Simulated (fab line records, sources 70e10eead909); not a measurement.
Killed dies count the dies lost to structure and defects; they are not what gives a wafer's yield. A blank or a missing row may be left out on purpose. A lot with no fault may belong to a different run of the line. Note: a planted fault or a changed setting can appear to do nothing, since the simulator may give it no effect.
fab line records	flow nandHarc
[record] lots = 14	wafers = 42	lastDay = 24
route steps=1159 shown A_START@389 A_ONON_D1@429 END@1159
lots that met no fault: taken from a fault-free run of the same line
startH: the number of hours between the record's first day and the start of the first shown wafer of the lot	waitH: time in hours since the lot's previous step	" identical to the entry in the row above	L1.1+2: a single row standing in for several wafers	- value missing, or start not given	* or withheld: withheld	< > ~ a bound
route shown NAME@n: a module of which the file shows steps, and the number in the route of the first	usual: average and standard deviation across the fault-free wafers	same: alike in all rows	chamber/n: place in a boat	sites: each site's reading	_std_site: their standard deviation	_edge_site: outer sites' mean less inner sites'	radiusMm: for every site, how far away it sits from the centre of the wafer	mask NAME#n: copy n	behind: the most recent tool/chamber to have shaped the wafer	hold: what put the lot on hold/how long, in hours/how the hold closed	device: whichever transistor did not switch (one of n, p or np)	end of line: tests run on the same wafers once the route is complete	a step without rows: its recipe alone	killed: dies lost to structure and defects at the first sort, not the wafer's yield	map: per-die view of a wafer (x killed, . not killed, _ where there is no die)
set.NAME: the run value of the setting; set.NAME@STEP: its run value at that earlier step	model.NAME: the simulator's own value behind a step, which no gauge read
steps of the route over a sample of lots; a table a step, a row a wafer
services: from which hour (startH, from the record's first day; less than 0 if before it) a tool's chamber was out of use, for how many hours, and why
[[steps]]
[step NHARC_A_START_INSPECT_01]
[usual] rawDefectCount = 3.3/1.8
lot.wafer	tool	chamber	startH	waitH	rawDefectCount
L178.2	defectInspect-01	-	143.48	-	3
L178.5	"	-	"	"	3
L178.6	"	-	"	"	0
L179.1	defectInspect-02	-	144.34	-	2
L179.2	"	-	"	"	2
L179.6	"	-	"	"	0
L180.2	defectInspect-01	-	150.42	-	2
L180.3	"	-	"	"	2
L180.4	"	-	"	"	4
L181.1	defectInspect-02	-	162.73	-	4
L181.2	"	-	"	"	3
L181.3	"	-	"	"	3
L182.2	defectInspect-02	-	168.27	-	5
L182.3	"	-	"	"	3
L182.4	"	-	"	"	3
L185.2	defectInspect-01	-	180.52	-	3
L185.3	"	-	"	"	3
L185.5	"	-	"	"	2
L186.2	defectInspect-01	-	192.24	-	1
L186.3	"	-	"	"	4
L186.4	"	-	"	"	2
L191.4	defectInspect-02	-	211.01	-	4
L191.5	"	-	"	"	2
L191.6	"	-	"	"	2
L193.1	defectInspect-01	-	229.28	-	2
L193.5	"	-	"	"	6
L193.6	"	-	"	"	4
L192.1	defectInspect-01	-	230.14	-	1
L192.2	"	-	"	"	6
L192.3	"	-	"	"	5
L195.1	defectInspect-02	-	245.64	-	4
L195.2	"	-	"	"	4
L195.4	"	-	"	"	1
L198.1	defectInspect-02	-	260.21	-	2
L198.2	"	-	"	"	4
L198.5	"	-	"	"	4
L200.1	defectInspect-02	-	263.65	-	1
L200.2	"	-	"	"	1
L200.4	"	-	"	"	4
L199.2	defectInspect-01	-	268.39	-	0
L199.3	"	-	"	"	6
L199.6	"	-	"	"	3
[step NHARC_A_ONON_D1_THK_MEAS_08]
[recipe] thkMeasGauge = ellipsometry
[usual] thkNm = 996/11
lot.wafer	tool	chamber	startH	waitH	thkNm
L178.2	filmMetro-02	-	173.70	-	990
L178.5	"	-	"	"	991
L178.6	"	-	"	"	989
L180.2	filmMetro-02	-	173.85	-	991
L180.3	"	-	"	"	993
L180.4	"	-	"	"	994
L179.1	filmMetro-01	-	174.07	-	1011
L179.2	"	-	"	"	1012
L179.6	"	-	"	"	1010
L181.1	filmMetro-02	-	187.64	-	982
L181.2	"	-	"	"	982
L181.3	"	-	"	"	983
L182.2	filmMetro-02	-	195.26	-	1008
L182.3	"	-	"	"	1005
L182.4	"	-	"	"	1005
L185.2	filmMetro-02	-	207.49	-	1001
L185.3	"	-	"	"	1000
L185.5	"	-	"	"	1000
L186.2	filmMetro-01	-	216.98	-	997
L186.3	"	-	"	"	1000
L186.4	"	-	"	"	997
L191.4	filmMetro-01	-	235.75	-	1005
L191.5	"	-	"	"	1006
L191.6	"	-	"	"	1006
L192.1	filmMetro-01	-	252.43	-	977
L192.2	"	-	"	"	978
L192.3	"	-	"	"	978
L193.1	filmMetro-02	-	252.43	-	1005
L193.5	"	-	"	"	1005
L193.6	"	-	"	"	1004
L195.1	filmMetro-01	-	269.15	-	992
L195.2	"	-	"	"	992
L195.4	"	-	"	"	993
L198.1	filmMetro-02	-	287.50	-	996
L198.2	"	-	"	"	992
L198.5	"	-	"	"	993
L200.1	filmMetro-01	-	287.51	-	1007
L200.2	"	-	"	"	1007
L200.4	"	-	"	"	1009
L199.2	filmMetro-02	-	293.22	-	991
L199.3	"	-	"	"	987
L199.6	"	-	"	"	989
[step NHARC_A_ONON_D1_DEP_09]
[recipe] targetThkA = 10000	n2FlowSccm = 2750	n2oFlowSccm = 2000	nh3FlowSccm = 500	sih4FlowSccm = 210	tempC = 400
lot.wafer	tool	chamber	startH	waitH
L178.2+5+6	pecvdOnon-01	0	173.81	0.1
L180.2+3+4	pecvdOnon-02	0	173.96	0.1
L179.1+2+6	pecvdOnon-01	0	174.12	0.1
L181.1+2+3	pecvdOnon-01	0	187.70	0.1
L182.2+3+4	pecvdOnon-03	0	195.37	0.1
L185.2+3+5	pecvdOnon-02	0	207.74	0.2
L186.2+3+4	pecvdOnon-02	0	217.09	0.1
L191.4+5+6	pecvdOnon-03	0	235.98	0.2
L192.1+2+3	pecvdOnon-03	0	252.49	0.1
L193.1+5+6	pecvdOnon-01	0	252.49	0.1
L195.1+2+4	pecvdOnon-01	0	269.21	0.1
L198.1+2+5	pecvdOnon-01	0	287.55	0.1
L200.1+2+4	pecvdOnon-03	0	287.57	0.1
L199.2+3+6	pecvdOnon-01	0	293.33	0.1
[step NHARC_A_ONON_D1_THK_MEAS_11]
[recipe] thkMeasGauge = ellipsometry
[usual] thkNm = 1001/9.4
lot.wafer	tool	chamber	startH	waitH	thkNm
L178.2	filmMetro-01	-	174.26	-	993
L178.5	"	-	"	"	991
L178.6	"	-	"	"	991
L180.2	filmMetro-01	-	174.41	-	988
L180.3	"	-	"	"	990
L180.4	"	-	"	"	987
L179.1	filmMetro-01	-	174.63	-	998
L179.2	"	-	"	"	1000
L179.6	"	-	"	"	1000
L181.1	filmMetro-02	-	188.21	-	1009
L181.2	"	-	"	"	1011
L181.3	"	-	"	"	1010
L182.2	filmMetro-01	-	195.83	-	996
L182.3	"	-	"	"	993
L182.4	"	-	"	"	993
L185.2	filmMetro-01	-	208.19	-	1549
L185.3	"	-	"	"	1550
L185.5	"	-	"	"	1549
L186.2	filmMetro-02	-	217.55	-	1525
L186.3	"	-	"	"	1527
L186.4	"	-	"	"	1527
L191.4	filmMetro-02	-	236.32	-	1011
L191.5	"	-	"	"	1013
L191.6	"	-	"	"	1013
L192.1	filmMetro-02	-	252.99	-	1001
L192.2	"	-	"	"	1000
L192.3	"	-	"	"	1002
L193.1	filmMetro-01	-	253.00	-	1003
L193.5	"	-	"	"	1002
L193.6	"	-	"	"	1003
L195.1	filmMetro-02	-	269.73	-	1014
L195.2	"	-	"	"	1010
L195.4	"	-	"	"	1012
L198.1	filmMetro-02	-	288.06	-	1010
L198.2	"	-	"	"	1010
L198.5	"	-	"	"	1011
L200.1	filmMetro-01	-	288.08	-	994
L200.2	"	-	"	"	996
L200.4	"	-	"	"	997
L199.2	filmMetro-01	-	293.81	-	1003
L199.3	"	-	"	"	1003
L199.6	"	-	"	"	1002
[step NHARC_END_SORT_01]
[recipe] tempC = 25
[usual] killedAtArray = 29/12	killedAtOther = 0.7/1	killedAtPeriphery = 4/3.2	killedDies = 34/12	killedOpen = 3.4/2	killedShort = 1.8/1.3
[same] grossDies = 677
lot.wafer	tool	chamber	startH	waitH	killedAtArray	killedAtOther	killedAtPeriphery	killedDies	killedOpen	killedShort
L186.2	prober-02	0	490.36	2.8	675	0	2	677	0	1
L186.3	prober-02	0	491.17	3.1	677	0	0	677	2	1
L186.4	prober-02	0	491.98	3.4	676	0	1	677	2	1
L185.2	prober-02	0	498.22	2.8	672	0	5	677	3	4
L185.3	prober-02	0	499.02	3.1	674	0	3	677	0	2
L185.5	prober-02	0	500.61	3.7	671	0	6	677	1	1
L193.1	prober-01	0	552.36	2.6	29	0	16	45	4	4
L193.5	prober-01	0	555.53	3.7	23	1	13	37	2	0
// killed by level:class
L186.2 A_ONON_D1:areaDep=645 A_SLIT:chamberFilmFlake=17 A_CHANNEL_HOLE_D1:chamberFilmFlake=5 A_CONTACT:chamberFilmFlake=3 P_BONDPAD:chamberFilmFlake=2 A_CHANNEL_FILL_D1:chamberFilmFlake=2 A_STAIRCASE:chamberFilmFlake=2 A_WL_FILL:geometricParticle:short=1
L186.3 A_ONON_D1:areaDep=653 A_SLIT:chamberFilmFlake=13 A_CHANNEL_HOLE_D1:chamberFilmFlake=3 A_CHANNEL_FILL_D1:chamberFilmFlake=2 A_CONTACT:chamberFilmFlake=2 A_SGD_CUT:geometricParticle:open=1 A_CONTACT:geometricParticle:open=1 A_M1:geometricParticle:short=1
L186.4 A_ONON_D1:areaDep=649 A_SLIT:chamberFilmFlake=16 A_CHANNEL_HOLE_D1:chamberFilmFlake=4 A_STAIRCASE:chamberFilmFlake=3 A_CONTACT:chamberFilmFlake=2 P_M1:geometricParticle:open=1 A_WL_FILL:geometricParticle:short=1 A_WL_FILL:geometricParticle:open=1
L185.2 A_ONON_D1:areaDep=650 A_CHANNEL_HOLE_D1:chamberFilmFlake=9 P_ZERO_WELL:chamberFilmFlake=3 A_STAIRCASE:chamberFilmFlake=3 A_CHANNEL_FILL_D1:chamberFilmFlake=2 A_WL_FILL:chamberFilmFlake=2 P_GATE:geometricParticle:short=1 P_M0:geometricParticle:open=1
L185.3 A_ONON_D1:areaDep=654 A_CHANNEL_HOLE_D1:chamberFilmFlake=16 A_STAIRCASE:chamberFilmFlake=2 A_ONON_D1:geometricParticle:short=1 A_M0:geometricParticle:short=1 P_ZERO_WELL:chamberFilmFlake=1 P_STI:chamberFilmFlake=1 P_GATE:chamberFilmFlake=1
L185.5 A_ONON_D1:areaDep=655 A_CHANNEL_HOLE_D1:chamberFilmFlake=13 P_GATE:chamberFilmFlake=3 P_ZERO_WELL:chamberFilmFlake=2 P_M1:geometricParticle:short=1 A_CONTACT:geometricParticle:open=1 A_WL_FILL:chamberFilmFlake=1 A_CONTACT:chamberFilmFlake=1
L193.1 A_CONTACT:chamberFilmFlake=11 P_CONTACT:chamberFilmFlake=9 A_STAIRCASE:chamberFilmFlake=7 P_ZERO_WELL:chamberFilmFlake=4 A_CHANNEL_HOLE_D1:chamberFilmFlake=4 P_CONTACT:geometricParticle:open=2 A_WL_FILL:geometricParticle:short=2 A_ZERO_WELL:chamberFilmFlake=2
L193.5 A_STAIRCASE:chamberFilmFlake=9 A_CONTACT:chamberFilmFlake=8 P_ZERO_WELL:chamberFilmFlake=7 P_CONTACT:chamberFilmFlake=6 A_CHANNEL_HOLE_D1:chamberFilmFlake=4 A_ONON_D1:geometricParticle:open=1 A_CHANNEL_FILL_D1:geometricParticle:open=1 THIN_TSV:chamberFilmFlake=1
[[services]]
tool	chamber	startH	hours	kind
pecvdOnon-03	-	153.17	13.0	pm
pecvdOnon-01	-	195.10	13.0	pm
pecvdOnon-02	-	292.02	13.0	pm
[[key]]
[firstSign] step = NHARC_A_ONON_D1_THK_MEAS_11	reading = thkNm	direction = up	sigmas = 57	usual = 1001	struck = 1538
[effect] step = NHARC_END_SORT_01	reading = killedDies	direction = up	sigmas = 55	usual = 34	struck = 677
[moreKillsBornAt] NHARC_A_ONON_D1_DEP_09@pecvdOnon-02 = 3906
metAt NHARC_A_ONON_D1_DEP_09
struckLots L185,L186
struckWafers L185.2,L185.3,L185.5,L186.2,L186.3,L186.4
laterRowsLeftOut L185.2,L185.3,L185.5,L186.2,L186.3,L186.4
testerLeftOut L185,L186
notActingAt NHARC_A_START_INSPECT_01,NHARC_A_ONON_D1_THK_MEAS_08
onsetBetween 173.96 207.74
[fault] kind = processParameterDrift	tool = pecvdOnon-02	chamber = 0	onsetH = 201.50	steps = NHARC_A_ONON_D1_DEP_09	channel = targetThkA	offset = *	shape = step	endH = 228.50	actsIn = *	stated = *
// testerLeftOut: of these lots the tester's yield and bins aren't shown, on N5 and GAA mostly nor the transistor test; their killed dies are dies lost to structure and defects alone, not to doping, threshold or leakage, so they don't give the yield
// laterRowsLeftOut: the simulator's readings of these wafers behind a module that went badly wrong aren't trusted and aren't shown, but for the sort
